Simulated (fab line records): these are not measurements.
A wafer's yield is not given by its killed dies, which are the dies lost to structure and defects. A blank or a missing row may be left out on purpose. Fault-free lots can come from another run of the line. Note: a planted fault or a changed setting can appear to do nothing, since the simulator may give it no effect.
Matching of chambers | flow nand-harc | 4 sister chambers for NHARC_A_STAIRCASE_ETCHBACK_157 on rie-diel-09
The step etches the open film in CH3F/O2, target depth 90 nm, time 167.14 s. 22 wafers are shown with their chamber, then 11 later ones without.

## WAFERS PAIRED WITH THEIR CHAMBERS
wafer  | chamber | drypump-motor-current-A (A) | showerhead-plenum-p-Torr (Torr) | rf-vpp-V (V)
L076.2 | 3       | 4.7                         | 2.46                            | 242.5
L076.3 | 1       | 6.2                         | 2.43                            | 244.9
L076.6 | 1       | 6.2                         | 2.43                            | 244.7
L077.4 | 3       | 4.7                         | 2.46                            | 245.1
L077.5 | 3       | 4.7                         | 2.46                            | 243.9
L077.6 | 2       | 4.9                         | 2.27                            | 242.7
L079.1 | 2       | 5.0                         | 2.27                            | 242.0
L079.4 | 0       | 6.1                         | 2.59                            | 244.8
L079.5 | 1       | 6.2                         | 2.42                            | 241.4
L080.3 | 2       | 5.0                         | 2.27                            | 243.5
L080.4 | 0       | 6.1                         | 2.59                            | 246.4
L080.5 | 3       | 4.7                         | 2.46                            | 244.7
L083.1 | 2       | 5.0                         | 2.66                            | 247.5
L083.5 | 1       | 6.2                         | 2.42                            | 245.9
L083.6 | 2       | 5.0                         | 2.66                            | 246.2
L085.3 | 3       | 4.7                         | 2.45                            | 245.0
L085.4 | 3       | 4.7                         | 2.45                            | 244.9
L085.6 | 0       | 6.1                         | 2.59                            | 247.2
L086.4 | 2       | 5.0                         | 2.65                            | 246.7
L086.5 | 3       | 4.7                         | 2.45                            | 244.0
L086.6 | 0       | 6.1                         | 2.58                            | 244.8
L094.2 | 2       | 5.0                         | 2.64                            | 247.0

SIGNATURES (means of the wafers above)
reading                  | chamber 0 | chamber 1 | chamber 2 | chamber 3 | scatter within a chamber
drypump-motor-current-A  | 6.100     | 6.200     | 4.986     | 4.700     | 0.0218
showerhead-plenum-p-Torr | 2.5875    | 2.4250    | 2.4886    | 2.4557    | 0.118
rf-vpp-V                 | 245.800   | 244.225   | 245.086   | 244.300   | 1.7
Rule: for a wafer and a chamber, the distance is found by dividing, reading by reading, the gap between the wafer's reading and the chamber's mean by the reading's scatter, squaring, summing and taking the root. If the next closest chamber is less than 2 further off than the closest, the wafer can't be placed; otherwise it belongs to the closest. The scatter is the square root of a quotient: the sum, over the shown wafers, of each reading's squared deviation from its chamber's mean, divided by wafers minus chambers.

## WAFERS WITHOUT THEIR CHAMBER
wafer  | drypump-motor-current-A (A) | showerhead-plenum-p-Torr (Torr) | rf-vpp-V (V)
L094.4 | 4.7                         | 2.44                            | 242.5
L094.6 | 5.0                         | 2.64                            | 246.3
L092.1 | 4.7                         | 2.44                            | 243.4
L092.2 | 6.1                         | 2.57                            | 246.1
L092.3 | 6.3                         | 2.41                            | 242.6
L092.4 | 5.0                         | 2.64                            | 246.3
L092.5 | 4.7                         | 2.44                            | 243.4
L092.6 | 5.0                         | 2.64                            | 246.9
L096.4 | 6.1                         | 2.57                            | 245.0
L096.5 | 6.1                         | 2.57                            | 245.9
L096.6 | 4.7                         | 2.43                            | 244.3

## THE CHAMBER EACH PASSED THROUGH
wafer  | from the rows above | in truth
L094.4 | 3                   | 3
L094.6 | 2                   | 2
L092.1 | 3                   | 3
L092.2 | 0                   | 0
L092.3 | 1                   | 1
L092.4 | 2                   | 2
L092.5 | 3                   | 3
L092.6 | 2                   | 2
L096.4 | 0                   | 0
L096.5 | 0                   | 0
L096.6 | 3                   | 3
Correct placement for 11 of the 11. From these rows, 0 cannot be placed. Wrongly placed: 0.
